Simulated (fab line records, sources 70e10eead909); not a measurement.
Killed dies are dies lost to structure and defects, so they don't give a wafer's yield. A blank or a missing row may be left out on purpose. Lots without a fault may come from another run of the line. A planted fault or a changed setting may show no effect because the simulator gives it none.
Which tool did it? | flow nand_harc | 24 lots, 72 wafers sampled, at 4 steps of a route of 1302

WHAT THE GAUGES READ, wafer by wafer
NHARC_A_SOURCE_PLATE_THK_MEAS_06: measures by ellipsometry. Usual: thk_nm 199.8 nm, standard deviation 2.4.
lot  | measured     | on            | thk_nm (nm)       | flag
L074 | day 7 19:02  | film_metro-02 | 192.9 193.8 194.8 |
L075 | day 7 19:03  | film_metro-01 | 202.4 204.0 200.9 |
L076 | day 8 09:38  | film_metro-01 | 197.8 198.3 199.7 |
L077 | day 9 01:44  | film_metro-01 | 200.6 199.9 198.1 |
L078 | day 9 06:37  | film_metro-02 | 197.8 199.9 200.6 |
L079 | day 9 12:29  | film_metro-02 | 199.0 199.2 200.0 |
L080 | day 10 06:22 | film_metro-02 | 200.5 197.0 201.5 |
L081 | day 10 16:50 | film_metro-02 | 201.0 201.2 200.1 |
L082 | day 11 04:51 | film_metro-02 | 200.3 195.3 195.8 |
L083 | day 11 12:08 | film_metro-02 | 198.7 202.9 199.5 |
L084 | day 11 21:19 | film_metro-02 | 199.4 200.3 199.0 |
L085 | day 12 15:05 | film_metro-02 | 203.3 203.2 202.7 |
L086 | day 12 22:24 | film_metro-01 | 202.5 200.1 201.8 |
L087 | day 13 02:39 | film_metro-01 | 195.9 197.3 196.5 |
L088 | day 13 19:19 | film_metro-01 | 202.8 200.5 199.8 |
L089 | day 13 19:19 | film_metro-02 | 201.3 199.8 200.2 |
L090 | day 14 15:58 | film_metro-02 | 198.6 203.2 205.2 |
L091 | day 14 15:58 | film_metro-01 | 198.3 201.1 196.7 |
L092 | day 15 03:43 | film_metro-02 | 201.8 200.6 202.4 |
L093 | day 15 14:44 | film_metro-02 | 197.2 199.2 198.3 |
L094 | day 16 08:46 | film_metro-02 | 197.5 198.2 197.5 |
L095 | day 16 20:58 | film_metro-01 | 200.9 201.5 202.5 |
L096 | day 16 20:58 | film_metro-01 | 200.1 200.1 199.9 |
L097 | day 17 09:20 | film_metro-01 | 201.2 198.6 196.5 |

WHICH TOOL RAN EACH LOT (tool, then ch and the chambers of the sampled wafers, then the start)
lot  | NHARC_P_BONDPAD_ETCH_12                       | NHARC_P_BONDPAD_STRIP_15           | NHARC_P_BONDPAD_PRE_CLEAN_26
L074 | rie_diel-05 ch 2,3, day 6 17:38 or earlier    | rie_diel-01 ch 1,2, day 6 17:38    | pvd_sputter-01, day 7 19:02 or earlier
L075 | rie_diel-01 ch 1,2,3, day 6 20:35 or earlier  | rie_diel-01 ch 0,2,3, day 6 20:35  | pvd_sputter-02, day 7 19:03 or earlier
L076 | rie_diel-05 ch 1,2,3, day 7 07:17 or earlier  | rie_diel-05 ch 0,1,2, day 7 07:17  | pvd_sputter-01, day 8 09:38 or earlier
L077 | rie_diel-01 ch 0,2,3, day 8 01:05 or earlier  | rie_diel-05 ch 1,2, day 8 01:05    | pvd_sputter-01, day 9 01:44 or earlier
L078 | rie_diel-05 ch 0,1, day 8 06:07 or earlier    | rie_diel-07 ch 0,2,3, day 8 06:07  | pvd_sputter-01, day 9 06:37 or earlier
L079 | rie_diel-01 ch 0,1,2, day 8 11:17 or earlier  | rie_diel-01 ch 2,3, day 8 11:17    | pvd_sputter-01, day 9 12:29 or earlier
L080 | rie_diel-01 ch 1,2,3, day 9 03:29 or earlier  | rie_diel-05 ch 2,3, day 9 03:29    | pvd_sputter-02, day 10 06:22 or earlier
L081 | rie_diel-07 ch 2,3, day 9 14:02 or earlier    | rie_diel-07 ch 1,3, day 9 14:02    | pvd_sputter-03, day 10 16:50 or earlier
L082 | rie_diel-01 ch 1,2,3, day 10 02:49 or earlier | rie_diel-05 ch 1,2,3, day 10 02:49 | pvd_sputter-03, day 11 04:51 or earlier
L083 | rie_diel-01 ch 0,1,3, day 10 08:14 or earlier | rie_diel-05 ch 1,2,3, day 10 08:14 | pvd_sputter-01, day 11 12:08 or earlier
L084 | rie_diel-07 ch 0,1,2, day 10 21:06 or earlier | rie_diel-07 ch 0,2, day 10 21:06   | pvd_sputter-01, day 11 21:19 or earlier
L085 | rie_diel-01 ch 1,2, day 11 14:21 or earlier   | rie_diel-01 ch 0,2,3, day 11 14:21 | pvd_sputter-03, day 12 15:05 or earlier
L086 | rie_diel-07 ch 1,2,3, day 11 17:43 or earlier | rie_diel-01 ch 0,1, day 11 17:43   | pvd_sputter-03, day 12 22:24 or earlier
L087 | rie_diel-01 ch 1,3, day 12 00:16 or earlier   | rie_diel-07 ch 0,1,3, day 12 00:16 | pvd_sputter-02, day 13 02:39 or earlier
L088 | rie_diel-07 ch 2,3, day 12 17:15 or earlier   | rie_diel-01 ch 1,2,3, day 12 17:15 | pvd_sputter-01, day 13 19:19 or earlier
L089 | rie_diel-05 ch 0,3, day 12 17:41 or earlier   | rie_diel-07 ch 1,2, day 12 17:41   | pvd_sputter-03, day 13 19:19 or earlier
L090 | rie_diel-01 ch 1,3, day 13 13:21 or earlier   | rie_diel-05 ch 2,3, day 13 13:21   | pvd_sputter-02, day 14 15:58 or earlier
L091 | rie_diel-01 ch 0,1, day 13 16:05              | rie_diel-05 ch 0,3, day 13 16:22   | pvd_sputter-03, day 14 15:58 or earlier
L092 | rie_diel-07 ch 0,1,3, day 14 02:05 or earlier | rie_diel-01 ch 0,1, day 14 02:05   | pvd_sputter-01, day 15 03:43 or earlier
L093 | rie_diel-05 ch 1,2,3, day 14 14:13 or earlier | rie_diel-07 ch 0,2,3, day 14 14:13 | pvd_sputter-02, day 15 14:44 or earlier
L094 | rie_diel-07 ch 0,1,2, day 15 07:37 or earlier | rie_diel-05 ch 0,1,3, day 15 07:37 | pvd_sputter-02, day 16 08:46 or earlier
L095 | rie_diel-05 ch 0,1,2, day 15 19:37 or earlier | rie_diel-01 ch 0,2,3, day 15 19:37 | pvd_sputter-02, day 16 20:58 or earlier
L096 | rie_diel-07 ch 0,1,3, day 15 22:01 or earlier | rie_diel-07 ch 0,3, day 15 22:01   | pvd_sputter-02, day 16 20:58 or earlier
L097 | rie_diel-01 ch 1,2,3, day 16 05:28 or earlier | rie_diel-07 ch 1,3, day 16 05:28   | pvd_sputter-03, day 17 09:20 or earlier
- NHARC_P_BONDPAD_ETCH_12: etches the open film in CHF3/O2, target depth 200 nm, time 100 s.
- NHARC_P_BONDPAD_STRIP_15: strips in O2.
- NHARC_P_BONDPAD_PRE_CLEAN_26: time 30 s.

WHAT THE TOOLS THEMSELVES READ (means of the sampled wafers that have a number; where no wafer has one, the mark that the record gives instead)
NHARC_P_BONDPAD_ETCH_12. Usual: drypump_motor_current_A 5.7 A, standard deviation 0.49; oes_product_au 0.943 a.u., standard deviation 0.023; rf_vpp_V 369.4 V, standard deviation 2.1; showerhead_plenum_p_Torr 2.35 Torr, standard deviation 0.087; throttle_valve_pct 20.572 %, standard deviation 0.0088.
lot  | tool        | drypump_motor_current_A (A) | oes_product_au (a.u.) | rf_vpp_V (V) | showerhead_plenum_p_Torr (Torr) | throttle_valve_pct (%) | flag
L074 | rie_diel-05 | 5.4                         | 0.916                 | 370.2        | 2.38                            | 20.573                 |
L075 | rie_diel-01 | 5.7                         | 0.953                 | 369.5        | 2.36                            | 20.579                 |
L076 | rie_diel-05 | 5.6                         | 0.929                 | 369.4        | 2.35                            | 20.574                 |
L077 | rie_diel-01 | 5.7                         | 0.937                 | 370.1        | 2.38                            | 20.571                 |
L078 | rie_diel-05 | 5.3                         | 0.972                 | 368.7        | 2.31                            | 20.575                 |
L079 | rie_diel-01 | 5.4                         | 0.970                 | 369.2        | 2.38                            | 20.569                 |
L080 | rie_diel-01 | 5.7                         | 0.962                 | 369.4        | 2.36                            | 20.566                 |
L081 | rie_diel-07 | 6.2                         | 0.914                 | 371.4        | 2.44                            | 20.575                 |
L082 | rie_diel-01 | 5.7                         | 0.964                 | 370.2        | 2.36                            | 20.575                 |
L083 | rie_diel-01 | 5.5                         | 0.973                 | 367.8        | 2.28                            | 20.567                 |
L084 | rie_diel-07 | 6.2                         | 0.918                 | 370.8        | 2.39                            | 20.574                 |
L085 | rie_diel-01 | 5.6                         | 0.964                 | 371.5        | 2.45                            | 20.573                 |
L086 | rie_diel-07 | 6.2                         | 0.918                 | 370.3        | 2.39                            | 20.570                 |
L087 | rie_diel-01 | 5.5                         | 0.920                 | 367.0        | 2.26                            | 20.567                 |
L088 | rie_diel-07 | 6.2                         | 0.926                 | 370.9        | 2.44                            | 20.583                 |
L089 | rie_diel-05 | 5.0                         | 0.919                 | 368.6        | 2.34                            | 20.580                 |
L090 | rie_diel-01 | 5.5                         | 0.924                 | 366.9        | 2.26                            | 20.578                 |
L091 | rie_diel-01 | 5.1                         | 0.947                 | 368.1        | 2.28                            | 20.568                 |
L092 | rie_diel-07 | 5.9                         | 0.967                 | 370.5        | 2.34                            | 20.569                 |
L093 | rie_diel-05 | 5.7                         | 0.932                 | 369.4        | 2.35                            | 20.570                 |
L094 | rie_diel-07 | 6.2                         | 0.931                 | 370.2        | 2.38                            | 20.570                 |
L095 | rie_diel-05 | 5.6                         | 0.971                 | 368.3        | 2.31                            | 20.564                 |
L096 | rie_diel-07 | 6.0                         | 0.925                 | 368.6        | 2.34                            | 20.568                 |
L097 | rie_diel-01 | 5.7                         | 0.928                 | 369.5        | 2.36                            | 20.574                 |

NHARC_P_BONDPAD_STRIP_15. Usual: drypump_motor_current_A 5.7 A, standard deviation 0.48; oes_product_au 1.002 a.u., standard deviation 0.0091; rf_vpp_V 57.6 V, standard deviation 0.95; showerhead_plenum_p_Torr 3.46 Torr, standard deviation 0.12; throttle_valve_pct 17.036 %, standard deviation 0.0084.
lot  | tool        | drypump_motor_current_A (A) | oes_product_au (a.u.) | rf_vpp_V (V) | showerhead_plenum_p_Torr (Torr) | throttle_valve_pct (%) | flag
L074 | rie_diel-01 | 5.6                         | 0.995                 | 58.1         | 3.60                            | 17.040                 |
L075 | rie_diel-01 | 5.7                         | 1.000                 | 58.3         | 3.50                            | 17.037                 |
L076 | rie_diel-05 | 5.6                         | 1.011                 | 57.4         | 3.40                            | 17.040                 |
L077 | rie_diel-05 | 5.9                         | 1.011                 | 57.5         | 3.40                            | 17.040                 |
L078 | rie_diel-07 | 6.0                         | 1.007                 | 57.2         | 3.51                            | 17.033                 |
L079 | rie_diel-01 | 6.0                         | 1.007                 | 58.8         | 3.61                            | 17.029                 |
L080 | rie_diel-05 | 5.3                         | 0.997                 | 57.6         | 3.49                            | 17.030                 |
L081 | rie_diel-07 | 6.0                         | 0.999                 | 57.2         | 3.45                            | 17.037                 |
L082 | rie_diel-05 | 5.6                         | 1.001                 | 57.5         | 3.45                            | 17.036                 |
L083 | rie_diel-05 | 5.6                         | 1.001                 | 57.9         | 3.45                            | 17.040                 |
L084 | rie_diel-07 | 6.3                         | 0.997                 | 58.1         | 3.57                            | 17.029                 |
L085 | rie_diel-01 | 5.8                         | 1.006                 | 56.5         | 3.50                            | 17.037                 |
L086 | rie_diel-01 | 5.2                         | 1.009                 | 58.3         | 3.39                            | 17.037                 |
L087 | rie_diel-07 | 6.0                         | 0.993                 | 56.8         | 3.44                            | 17.031                 |
L088 | rie_diel-01 | 5.8                         | 1.001                 | 57.6         | 3.46                            | 17.036                 |
L089 | rie_diel-07 | 6.5                         | 0.993                 | 58.6         | 3.57                            | 17.027                 |
L090 | rie_diel-05 | 5.3                         | 0.999                 | 57.5         | 3.49                            | 17.042                 |
L091 | rie_diel-05 | 5.2                         | 1.000                 | 58.1         | 3.49                            | 17.039                 |
L092 | rie_diel-01 | 5.2                         | 1.003                 | 58.4         | 3.38                            | 17.047                 |
L093 | rie_diel-07 | 6.0                         | 1.008                 | 57.4         | 3.51                            | 17.034                 |
L094 | rie_diel-05 | 5.4                         | 0.987                 | 57.5         | 3.45                            | 17.046                 |
L095 | rie_diel-01 | 5.8                         | 1.010                 | 58.2         | 3.50                            | 17.028                 |
L096 | rie_diel-07 | 5.8                         | 1.007                 | 57.8         | 3.44                            | 17.029                 |
L097 | rie_diel-07 | 6.0                         | 1.006                 | 57.3         | 3.45                            | 17.037                 |

NHARC_P_BONDPAD_PRE_CLEAN_26. Usual: heater_power_w 414 W, standard deviation 43.
lot  | tool           | heater_power_w (W) | flag
L074 | pvd_sputter-01 | 401                |
L075 | pvd_sputter-02 | 380                |
L076 | pvd_sputter-01 | 421                |
L077 | pvd_sputter-01 | 399                |
L078 | pvd_sputter-01 | 440                |
L079 | pvd_sputter-01 | 446                |
L080 | pvd_sputter-02 | 419                |
L081 | pvd_sputter-03 | 386                |
L082 | pvd_sputter-03 | 418                |
L083 | pvd_sputter-01 | 413                |
L084 | pvd_sputter-01 | 426                |
L085 | pvd_sputter-03 | 419                |
L086 | pvd_sputter-03 | 413                |
L087 | pvd_sputter-02 | 378                |
L088 | pvd_sputter-01 | 469                |
L089 | pvd_sputter-03 | 425                |
L090 | pvd_sputter-02 | 408                |
L091 | pvd_sputter-03 | 442                |
L092 | pvd_sputter-01 | 445                |
L093 | pvd_sputter-02 | 406                |
L094 | pvd_sputter-02 | 387                |
L095 | pvd_sputter-02 | 401                |
L096 | pvd_sputter-02 | 398                |
L097 | pvd_sputter-03 | 386                |

THE ANSWER, worked out from the rows above alone
Rule: a lot is off if the mean of its wafers that have a number lies more than 3 standard deviations from the usual mean. A lot without any number at a reading at which 4 lots or more have one is off too. The other lots that the step has rows for count as sound. The gauges are gone through in route order, then the tools' own readings, and for those a lot's mean is taken as printed above. The first step at which some lot is off is used, and at that step the reading that is off furthest; a lot without a number counts as furthest.
No lot is off at any reading shown: from this, nothing can be told.

WHAT THE SIMULATOR HAD PUT IN
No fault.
